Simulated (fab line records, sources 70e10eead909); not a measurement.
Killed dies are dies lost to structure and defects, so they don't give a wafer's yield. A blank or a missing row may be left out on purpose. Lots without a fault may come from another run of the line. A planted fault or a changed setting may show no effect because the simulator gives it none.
fab line records | flow nand_harc | part 1 of 2: steps 1 to 4 of 6
record lots=21 wafers=63 last_day=33
route steps=1302 shown P_BONDPAD@352 A_CHANNEL_HOLE_D1@466 A_ONON_D2@561 A_CHANNEL_HOLE_D2@585
lots that met no fault: from a run of the same line without faults
start_h: hours from the record's first day to the start of the lot's first wafer shown | wait_h: hours since the lot's step before | " the same as in the row above | L1.1+2: a row that stands for several wafers | - no value, or no start given | * or withheld: withheld | < > ~ a bound
route shown NAME@n: a module of which the file shows steps, and the number in the route of the first | usual: mean/standard deviation of fault-free wafers | same: alike in all rows | chamber/n: place in a boat | sites: the reading at each site | _std_site: their standard deviation | _edge_site: outer sites' mean less inner sites' | radius_mm: how far each site lies from the wafer's centre | mask NAME#n: copy n | behind: the tool/chamber that last shaped the wafer | hold: why the lot was held/for how many hours/how that ended | device: the transistor (n, p or np) that didn't switch | end of line: the same wafers' tests at the end of the route | a step without rows: its recipe alone | killed: dies lost to structure and defects at the first sort, not the wafer's yield | map: a wafer's dies, x killed, . not, _ none there
set.NAME: the setting as run; set.NAME@STEP: as run at that earlier step | model.NAME: the simulator's own value behind a step, which no gauge read
steps of the route over a sample of lots; a table a step, a row a wafer
services: from which hour (start_h, from the record's first day; less than 0 if before it) a tool's chamber was out of use, for how many hours, and why
## steps
# step NHARC_P_BONDPAD_CMP_32
# recipe target_thk_nm=200 material=SiCN
# usual motor_current_A=11.6/1.5
# columns lot.wafer tool chamber start_h wait_h motor_current_A
L074.1 cmp-04 1 136.12 - 11.4
L074.2 " 0 " " 10.6
L074.5 " 1 " " 10.8
L075.4 cmp-04 1 136.87 - 10.9
L075.2 " 0 " " 10.7
L075.5 " 1 " " 10.8
L076.4 cmp-02 0 149.14 - 10.9
L076.3 " 1 " " 10.0
L076.5 " 3 " " 13.7
L077.2 cmp-04 3 161.67 - 13.8
L077.3 " 2 " " 9.8
L077.5 " 3 " " 13.5
L078.2 cmp-04 3 171.62 - 13.8
L078.1 " 2 " " 9.9
L078.5 " 0 " " 10.9
L079.4 cmp-03 2 182.58 - 11.7
L079.3 " 3 " " 10.6
L079.1 " 0 " " 12.9
L080.3 cmp-03 2 194.31 - 11.3
L080.6 " 1 " " 10.4
L080.5 " 2 " " 11.6
L082.3 cmp-03 0 216.36 - 13.4
L082.4 " 1 " " 10.5
L082.5 " 3 " " 9.9
L083.2 cmp-02 2 221.58 - 13.5
L083.4 " 3 " " 13.6
L083.6 " 2 " " 14.0
L084.4 cmp-03 2 238.17 - 11.5
L084.2 " 3 " " 10.8
L084.6 " 3 " " 10.5
L086.3 cmp-03 3 251.58 - 10.6
L086.4 " 0 " " 14.7
L086.6 " 2 " " 11.5
L087.2 cmp-04 1 263.20 - 11.5
L087.6 " 2 " " 9.5
L087.5 " 3 " " 13.4
L088.1 cmp-03 2 281.15 - 11.9
L088.4 " 3 " " 10.8
L088.5 " 2 " " 12.0
L089.1 cmp-03 2 281.95 - 11.6
L089.3 " 3 " " 10.9
L089.6 " 0 " " 13.8
L090.4 cmp-04 1 299.15 - 11.5
L090.3 " 0 " " 10.6
L090.5 " 1 " " 11.0
L091.2 cmp-02 0 308.46 - 10.8
L091.3 " 1 " " 9.7
L091.6 " 0 " " 10.1
L092.3 cmp-03 3 308.64 - 10.9
L092.1 " 1 " " 10.8
L092.6 " 3 " " 11.2
L093.4 cmp-02 3 321.90 - 13.5
L093.3 " 1 " " 9.6
L093.5 " 3 " " 14.5
L094.2 cmp-04 2 334.74 - 9.6
L094.1 " 3 " " 13.6
L094.5 " 0 " " 11.1
L095.2 cmp-02 2 341.88 - 13.9
L095.3 " 3 " " 13.6
L095.5 " 3 " " 14.0
L096.3 cmp-02 0 371.26 - 10.6
L096.5 " 3 " " 13.9
L096.6 " 0 " " 10.8
# step NHARC_P_BONDPAD_ETCH_37
# recipe target_depth_a=600 overetch_a=180 time_s=65.91 ion_energy_ev=200 n2_flow_sccm=150 h2_flow_sccm=150 ar_flow_sccm=0 rf_w=400 bias_w=150 chemistry=N2/H2
# usual chamber_pressure_mTorr=30.00/0.032 drypump_motor_current_A=5.7/0.49 oes_product_au=1.001/0.012 rf_vpp_V=430.7/2.1 showerhead_plenum_p_Torr=2.04/0.072 throttle_valve_pct=14.172/0.0093
# columns lot.wafer tool chamber start_h wait_h chamber_pressure_mTorr drypump_motor_current_A oes_product_au rf_hours_counter_h rf_vpp_V showerhead_plenum_p_Torr throttle_valve_pct
L074.1 rie_diel-12 1 137.25 0.1 29.98 4.8 1.015 1.6 432.9 2.07 14.182
L074.2 " 2 " " 30.01 6.2 0.998 1.6 430.0 2.02 14.170
L074.5 " 3 " " 30.01 6.2 0.974 - 428.0 1.95 14.167
L075.4 rie_diel-12 0 137.98 0.1 30.01 5.7 1.014 1.4 433.4 2.12 14.172
L075.2 " 3 " " 29.98 6.2 0.993 1.4 427.7 1.95 14.167
L075.5 " 0 " " 30.00 5.7 1.000 - 432.4 2.12 14.168
L076.3 rie_diel-06 2 150.24 0.1 29.98 5.8 1.014 0.5 430.3 2.05 14.157
L076.4 " 3 " " 29.97 5.3 0.998 0.3 429.4 2.06 14.167
L076.5 " 2 " " 29.97 5.8 1.006 - 430.8 2.05 14.175
L077.2 rie_diel-06 1 162.79 0.1 29.99 5.5 1.020 1.1 428.2 1.95 14.160
L077.3 " 2 " " 30.02 5.8 1.011 1.0 431.8 2.05 14.180
L077.5 " 0 " " 29.99 5.5 1.006 - 432.5 2.10 14.182
L078.2 rie_diel-06 0 172.74 0.1 30.03 5.5 1.021 1.2 432.3 2.10 14.166
L078.1 " 1 " " 29.99 5.5 1.016 1.4 428.5 1.95 14.177
L078.5 " 2 " " 30.03 5.8 1.020 - 431.8 2.05 14.166
L079.3 rie_diel-12 0 183.66 0.1 29.99 5.7 1.006 4.3 432.4 2.12 14.170
L079.4 " 1 " " 30.01 4.9 1.016 4.0 430.9 2.07 14.163
L079.1 " 2 " " 30.06 6.2 0.991 3.9 429.9 2.02 14.172
L080.3 rie_diel-12 1 195.40 0.1 30.02 4.9 1.022 4.5 431.4 2.07 14.174
L080.5 " 1 " " 29.97 4.9 1.017 - 431.7 2.07 14.156
L080.6 " 2 " " 30.00 6.2 0.990 - 429.9 2.02 14.164
L082.3 rie_diel-09 1 217.42 0.1 30.01 4.9 1.007 3.4 432.9 2.13 14.158
L082.4 " 3 " " 29.95 6.1 0.996 2.8 428.2 1.97 14.162
L082.5 " 1 " " 30.07 5.0 1.011 - 433.1 2.13 14.185
L083.2 rie_diel-06 3 222.70 0.1 30.02 5.2 0.975 1.9 431.5 2.06 14.163
L083.4 " 0 " " 30.03 5.6 0.996 2.1 432.1 2.10 14.173
L083.6 " 2 " " 29.92 5.8 0.995 - 430.9 2.05 14.181
L084.2 rie_diel-12 2 239.31 0.1 30.04 6.2 0.993 6.7 429.3 2.01 14.185
L084.4 " 3 " " 30.02 6.3 0.984 7.0 428.2 1.95 14.185
L084.6 " 1 " " 30.03 4.9 1.009 - 430.7 2.07 14.170
L086.3 rie_diel-12 3 252.57 0.1 30.01 6.3 0.978 7.1 428.7 1.95 14.182
L086.4 " 2 " " 30.01 6.2 0.993 7.0 430.0 2.01 14.169
L086.6 " 3 " " 30.04 6.2 0.976 - 428.0 1.95 14.182
L087.2 rie_diel-12 0 264.27 0.1 29.96 5.7 1.012 8.2 434.3 2.12 14.175
L087.5 " 2 " " 30.03 6.2 0.994 - 430.3 2.01 14.183
L087.6 " 3 " " 30.02 6.3 0.984 - 427.4 1.95 14.177
L088.1 rie_diel-06 3 282.28 0.1 30.05 5.2 0.998 3.5 430.9 2.06 14.163
L088.5 " 0 " " 30.02 5.5 0.995 - 431.7 2.10 14.155
L088.4 " 3 " " 30.00 5.2 0.993 - 429.9 2.06 14.168
L089.3 rie_diel-09 3 283.01 0.1 30.03 6.0 0.984 8.0 429.9 1.97 14.158
L089.1 " 2 " " 30.02 5.8 0.991 8.8 432.6 2.17 14.161
L089.6 " 0 " " 29.93 6.5 0.997 - 426.5 1.92 14.176
L090.4 rie_diel-06 3 300.14 0.1 30.02 5.2 0.986 4.3 430.9 2.06 14.170
L090.3 " 2 " " 30.00 5.8 1.003 4.6 430.0 2.05 14.159
L090.5 " 0 " " 29.99 5.5 1.010 - 432.0 2.10 14.190
L091.3 rie_diel-12 2 309.56 0.1 29.95 6.2 0.976 2.5 430.4 2.01 14.185
L091.2 " 3 " " 30.04 6.2 0.996 1.9 428.9 1.95 14.181
L091.6 " 1 " " 29.94 4.9 1.013 - 430.6 2.07 14.183
L092.1 rie_diel-09 2 309.74 0.1 29.98 5.8 0.994 11.1 433.6 2.16 14.173
L092.3 " 0 " " 29.97 6.6 0.999 10.5 428.3 1.92 14.149
L092.6 " 2 " " 30.03 5.8 1.001 - 434.9 2.17 14.185
L093.3 rie_diel-06 1 322.92 0.1 30.02 5.5 1.005 0.3 427.9 1.95 14.162
L093.4 " 2 " " 29.97 5.8 0.987 0.3 430.8 2.05 14.172
L093.5 " 1 " " 30.01 5.5 1.006 - 428.8 1.95 14.161
L094.1 rie_diel-09 2 335.81 0.1 30.02 5.8 0.994 0.5 433.7 2.17 14.171
L094.2 " 3 " " 30.01 6.1 0.991 0.7 429.7 1.97 14.165
L094.5 " 3 " " 29.99 6.0 0.992 - 429.0 1.97 14.173
L095.3 rie_diel-12 1 342.89 0.1 29.99 4.8 1.021 4.4 432.3 2.07 14.165
L095.2 " 2 " " 30.03 6.2 0.982 4.1 430.4 2.01 14.159
L095.5 " 1 " " 30.00 4.8 1.023 - 431.1 2.07 14.160
L096.3 rie_diel-06 2 372.36 0.1 30.04 5.8 0.992 1.2 431.5 2.05 14.167
L096.6 " 1 " " 29.97 5.5 1.000 - 428.2 1.95 14.175
L096.5 " 2 " " 30.05 5.8 0.988 - 429.4 2.05 14.178
# step NHARC_A_CHANNEL_HOLE_D1_ETCH_38
# recipe target_depth_a=390 over_etch_frac=0.3 time_s=65 ion_energy_ev=80 cf4_flow_sccm=150 ar_flow_sccm=0 rf_w=300 bias_w=100 chemistry=CF4
# usual chamber_pressure_mTorr=50.00/0.047 drypump_motor_current_A=5.7/0.34 oes_product_au=1.004/0.007 rf_vpp_V=152.0/0.98 showerhead_plenum_p_Torr=1.83/0.047 throttle_valve_pct=13.284/0.0084
# same over_etch_frac=0.3
# columns lot.wafer tool chamber start_h wait_h chamber_pressure_mTorr drypump_motor_current_A oes_product_au rf_hours_counter_h rf_vpp_V showerhead_plenum_p_Torr throttle_valve_pct
L074.2 rie_diel-11 2 180.48 0.1 50.00 5.2 0.996 8 152.0 1.85 13.282
L074.1 " 3 " " 50.02 6.0 1.018 8 151.6 1.86 13.282
L074.5 " 2 " " 50.00 5.2 1.000 - 152.7 1.85 13.289
L075.2 rie_diel-08 1 180.64 0.1 49.94 5.9 0.994 56 149.6 1.65 13.275
L075.4 " 2 " " 50.03 5.6 0.999 51 151.8 1.80 13.283
L075.5 " 0 " " 49.98 6.2 0.993 - 151.7 1.81 13.280
L076.4 rie_diel-11 1 197.85 0.1 49.95 6.0 1.014 9 152.9 1.86 13.297
L076.3 " 2 " " 49.97 5.2 1.006 9 152.7 1.85 13.279
L076.5 " 3 " " 49.98 6.0 1.011 - 152.1 1.86 13.282
L077.2 rie_diel-11 0 208.41 0.1 49.95 5.5 1.009 11 151.2 1.78 13.281
L077.3 " 1 " " 49.91 6.0 1.002 10 151.4 1.86 13.285
L077.5 " 2 " " 49.92 5.2 1.009 - 151.5 1.85 13.285
L078.1 rie_diel-11 1 217.44 0.1 49.91 6.0 1.005 11 152.7 1.86 13.281
L078.2 " 3 " " 50.07 6.0 1.003 11 152.0 1.86 13.289
L078.5 " 2 " " 49.93 5.2 1.007 - 152.8 1.85 13.282
L079.4 rie_diel-11 1 226.98 0.1 49.96 6.0 1.013 12 151.7 1.86 13.277
L079.3 " 3 " " 49.92 6.0 1.018 12 152.0 1.86 13.284
L079.1 " 0 " " 49.97 5.5 1.007 13 152.6 1.78 13.281
L080.3 rie_diel-11 1 241.35 0.1 50.02 6.0 1.010 14 151.9 1.86 13.297
L080.6 " 0 " " 49.99 5.5 1.006 - 150.5 1.78 13.276
L080.5 " 1 " " 49.97 6.0 1.011 - 152.6 1.86 13.296
L082.3 rie_diel-07 1 261.88 0.1 50.03 5.9 1.008 44 150.2 1.76 13.290
L082.4 " 3 " " 50.01 4.9 0.991 45 152.6 1.84 13.296
L082.5 " 1 " " 49.94 5.9 1.011 - 151.0 1.76 13.275
L083.4 rie_diel-11 0 264.91 0.1 50.00 5.5 0.996 0 151.3 1.78 13.275
L083.2 " 1 " " 50.05 6.0 1.002 0 153.1 1.85 13.289
L083.6 " 3 " " 50.11 6.0 0.997 - 152.2 1.86 13.284
L084.4 rie_diel-11 0 281.08 0.1 50.11 5.5 1.005 1 151.0 1.78 13.284
L084.2 " 2 " " 50.00 5.2 1.008 1 153.6 1.85 13.288
L084.6 " 3 " " 50.03 6.0 0.997 - 151.6 1.86 13.288
L086.3 rie_diel-11 2 296.39 0.1 50.04 5.2 1.011 3 150.8 1.85 13.282
L086.4 " 3 " " 50.05 5.9 1.008 4 152.3 1.85 13.287
L086.6 " 1 " " 50.01 6.0 0.999 - 153.5 1.85 13.289
L087.2 rie_diel-11 0 315.61 0.1 49.93 5.5 0.998 5 152.8 1.78 13.293
L087.5 " 2 " " 50.02 5.2 1.008 - 152.2 1.85 13.288
L087.6 " 3 " " 50.02 6.0 1.005 - 151.6 1.86 13.280
L089.1 rie_diel-11 2 328.45 0.1 50.01 5.2 1.012 6 151.4 1.85 13.273
L089.3 " 3 " " 50.09 6.0 1.003 6 152.6 1.85 13.294
L089.6 " 2 " " 49.99 5.2 1.010 - 151.6 1.85 13.295
L088.4 rie_diel-08 2 328.61 0.1 50.01 5.6 1.005 36 150.6 1.79 13.273
L088.1 " 3 " " 50.00 5.8 1.001 24 152.1 1.90 13.271
L088.5 " 2 " " 50.02 5.6 1.012 - 152.0 1.79 13.288
L090.3 rie_diel-11 1 343.33 0.1 50.00 6.0 0.994 7 153.2 1.85 13.271
L090.4 " 2 " " 50.00 5.2 1.016 7 150.6 1.84 13.284
L090.5 " 0 " " 49.95 5.5 1.000 - 151.2 1.78 13.268
L091.3 rie_diel-11 2 352.18 0.1 50.02 5.2 1.018 8 153.1 1.84 13.292
L091.2 " 3 " " 49.94 5.9 0.997 8 152.4 1.85 13.290
L091.6 " 2 " " 50.05 5.2 1.007 - 153.1 1.84 13.291
L092.1 rie_diel-08 0 352.42 0.1 49.96 6.2 1.007 47 150.0 1.79 13.286
L092.3 " 1 " " 50.00 5.9 0.998 47 152.3 1.89 13.295
L092.6 " 1 " " 50.01 5.9 0.997 - 154.4 1.89 13.277
L093.4 rie_diel-11 2 368.48 0.1 50.01 5.2 1.014 9 152.8 1.84 13.281
L093.3 " 0 " " 49.93 5.5 0.995 10 152.9 1.78 13.283
L093.5 " 3 " " 50.00 6.0 1.002 - 153.2 1.85 13.285
L094.1 rie_diel-11 3 381.64 0.1 49.92 6.0 0.999 10 151.9 1.85 13.291
L094.2 " 0 " " 50.07 5.5 0.999 11 149.4 1.78 13.267
L094.5 " 2 " " 49.97 5.2 0.989 - 153.8 1.84 13.291
L095.2 rie_diel-11 2 390.03 0.1 50.03 5.2 1.007 11 152.4 1.84 13.266
L095.3 " 0 " " 50.02 5.5 1.007 11 151.8 1.78 13.281
L095.5 " 2 " " 49.97 5.2 1.003 - 152.9 1.84 13.283
L096.3 rie_diel-08 0 414.41 0.1 49.95 6.2 1.015 12 150.6 1.79 13.272
L096.5 " 1 " " 49.96 5.9 1.012 - 151.4 1.89 13.290
L096.6 " 3 " " 49.95 5.8 0.997 - 152.7 1.89 13.265
# step NHARC_A_CHANNEL_HOLE_D1_ETCH_16
# recipe target_depth_a=31000 over_etch_frac=0.3 time_s=806 ion_energy_ev=150 o2_flow_sccm=400 cos_flow_sccm=20 ar_flow_sccm=0 rf_w=500 bias_w=300 chemistry=O2/COS
# usual chamber_pressure_mTorr=20.002/0.02 cos_flow_sccm=20.00/0.056 drypump_motor_current_A=5.7/0.33 oes_product_au=1.003/0.0084 rf_vpp_V=315.7/1.4 showerhead_plenum_p_Torr=3.23/0.085 throttle_valve_pct=28.331/0.0086
# same over_etch_frac=0.3
# columns lot.wafer tool chamber start_h wait_h chamber_pressure_mTorr cos_flow_sccm drypump_motor_current_A oes_product_au rf_hours_counter_h rf_vpp_V showerhead_plenum_p_Torr throttle_valve_pct
L074.2 rie_diel-11 3 - - 19.993 20.03 6.0 0.996 9 318.5 3.28 28.337
L074.1 " 1 " " 19.973 19.95 6.0 1.010 8 316.8 3.28 28.320
L074.5 " 3 " " 19.968 20.01 6.0 1.007 - 317.4 3.28 28.320
L075.4 rie_diel-08 2 - - 20.033 19.98 5.7 1.011 52 316.6 3.17 28.334
L075.2 " 0 " " 20.015 20.05 6.2 1.011 53 315.0 3.19 28.327
L075.5 " 2 " " 19.995 19.96 5.6 1.012 - 315.6 3.17 28.331
L076.3 rie_diel-11 0 - - 19.993 20.02 5.5 1.018 10 314.1 3.14 28.323
L076.4 " 2 " " 19.978 20.05 5.2 1.007 10 315.3 3.26 28.341
L076.5 " 1 " " 20.002 19.91 6.0 1.006 - 315.8 3.28 28.350
L077.3 rie_diel-11 0 - - 20.011 19.94 5.5 1.018 11 315.0 3.14 28.341
L077.2 " 1 " " 19.991 19.99 6.0 1.005 11 315.8 3.28 28.329
L077.5 " 3 " " 20.025 20.00 6.0 1.010 - 316.6 3.28 28.335
L078.1 rie_diel-11 0 - - 19.982 19.94 5.5 0.996 12 315.6 3.14 28.323
L078.2 " 1 " " 20.030 20.10 6.0 1.006 12 316.3 3.28 28.320
L078.5 " 0 " " 20.014 19.99 5.5 0.997 - 313.5 3.14 28.328
L079.4 rie_diel-11 0 - - 19.984 19.96 5.5 1.013 13 312.5 3.14 28.327
L079.3 " 2 " " 19.995 20.08 5.2 1.005 12 316.5 3.26 28.326
L079.1 " 3 " " 19.989 20.10 6.0 1.014 13 316.5 3.28 28.331
L080.3 rie_diel-11 0 - - 19.977 20.03 5.5 1.004 14 314.4 3.14 28.321
L080.6 " 0 " " 19.976 19.99 5.5 0.997 - 314.7 3.14 28.326
L080.5 " 1 " " 20.019 20.07 6.0 1.011 - 317.3 3.28 28.328
L082.3 rie_diel-07 0 - - 20.013 19.98 6.4 0.992 47 312.2 3.01 28.343
L082.4 " 1 " " 20.038 20.03 5.9 0.998 44 313.5 3.11 28.318
L082.5 " 1 " " 19.973 20.13 5.9 1.001 - 313.7 3.11 28.314
L083.4 rie_diel-11 2 - - 20.014 20.10 5.2 0.999 0 316.1 3.26 28.339
L083.2 " 3 " " 20.025 20.14 6.0 0.996 0 316.8 3.28 28.338
L083.6 " 2 " " 20.019 19.98 5.2 1.006 - 315.3 3.26 28.326
L084.2 rie_diel-11 3 - - 19.985 20.03 6.0 1.008 2 318.1 3.28 28.340
L084.4 " 1 " " 19.977 20.06 6.0 1.003 2 316.2 3.28 28.334
L084.6 " 3 " " 20.019 19.96 6.0 1.004 - 315.8 3.28 28.330
L086.4 rie_diel-11 2 - - 19.991 20.06 5.2 1.012 4 315.8 3.26 28.316
L086.3 " 3 " " 20.028 20.03 6.0 1.014 4 315.1 3.28 28.345
L086.6 " 1 " " 19.994 19.86 6.0 0.998 - 314.9 3.27 28.320
L087.2 rie_diel-11 3 - - 20.006 20.00 6.0 0.998 5 315.7 3.28 28.328
L087.6 " 0 " " 19.987 20.02 5.5 1.001 - 315.9 3.14 28.336
L087.5 " 1 " " 20.021 19.84 6.0 1.004 - 316.6 3.27 28.344
L089.3 rie_diel-11 2 - - 20.015 19.94 5.2 1.004 6 316.4 3.26 28.334
L089.1 " 0 " " 19.993 20.04 5.5 1.000 6 315.1 3.14 28.312
L089.6 " 1 " " 19.998 20.05 6.0 1.003 - 317.3 3.27 28.323
L088.4 rie_diel-08 3 - - 19.986 20.09 5.8 0.992 24 317.4 3.36 28.344
L088.1 " 1 " " 20.008 19.97 5.9 1.003 37 316.8 3.35 28.316
L088.5 " 3 " " 19.956 20.05 5.8 0.985 - 316.2 3.36 28.325
L090.4 rie_diel-11 1 - - 20.004 19.96 6.0 0.997 8 314.6 3.27 28.344
L090.3 " 2 " " 20.024 19.95 5.2 1.018 8 316.6 3.26 28.328
L090.5 " 0 " " 20.005 20.04 5.5 0.998 - 313.2 3.14 28.328
L091.3 rie_diel-11 1 - - 19.993 19.99 6.0 0.992 9 316.6 3.27 28.334
L091.2 " 2 " " 20.008 19.96 5.2 1.006 9 315.8 3.26 28.321
L091.6 " 3 " " 19.996 19.97 6.0 0.990 - 316.5 3.27 28.342
L092.3 rie_diel-08 3 - - 19.995 20.02 5.8 0.988 33 317.6 3.36 28.327
L092.1 " 0 " " 19.989 20.02 6.2 1.000 48 315.0 3.17 28.327
L092.6 " 2 " " 20.016 19.98 5.6 1.014 - 313.4 3.15 28.328
L093.3 rie_diel-11 0 - - 20.008 19.94 5.5 1.006 10 313.9 3.14 28.355
L093.4 " 1 " " 19.999 20.00 6.0 1.002 10 316.8 3.27 28.325
L093.5 " 0 " " 19.969 20.02 5.5 0.992 - 313.4 3.14 28.353
L094.2 rie_diel-11 2 - - 19.992 20.01 5.2 1.013 10 316.2 3.26 28.319
L094.1 " 3 " " 20.017 20.08 6.0 1.000 11 315.1 3.27 28.336
L094.5 " 3 " " 19.978 20.00 6.0 0.999 - 317.0 3.27 28.339
L095.2 rie_diel-11 1 - - 20.007 19.98 6.0 1.002 11 315.7 3.27 28.321
L095.3 " 3 " " 19.975 19.97 6.0 1.007 12 316.1 3.27 28.321
L095.5 " 2 " " 19.972 19.99 5.2 1.001 - 315.1 3.26 28.333
L096.3 rie_diel-08 3 - - 19.985 20.03 5.8 1.006 14 317.5 3.35 28.341
L096.6 " 3 " " 20.003 20.10 5.8 0.998 - 318.4 3.35 28.337
L096.5 " 1 " " 19.999 19.96 5.9 1.014 - 317.7 3.34 28.332
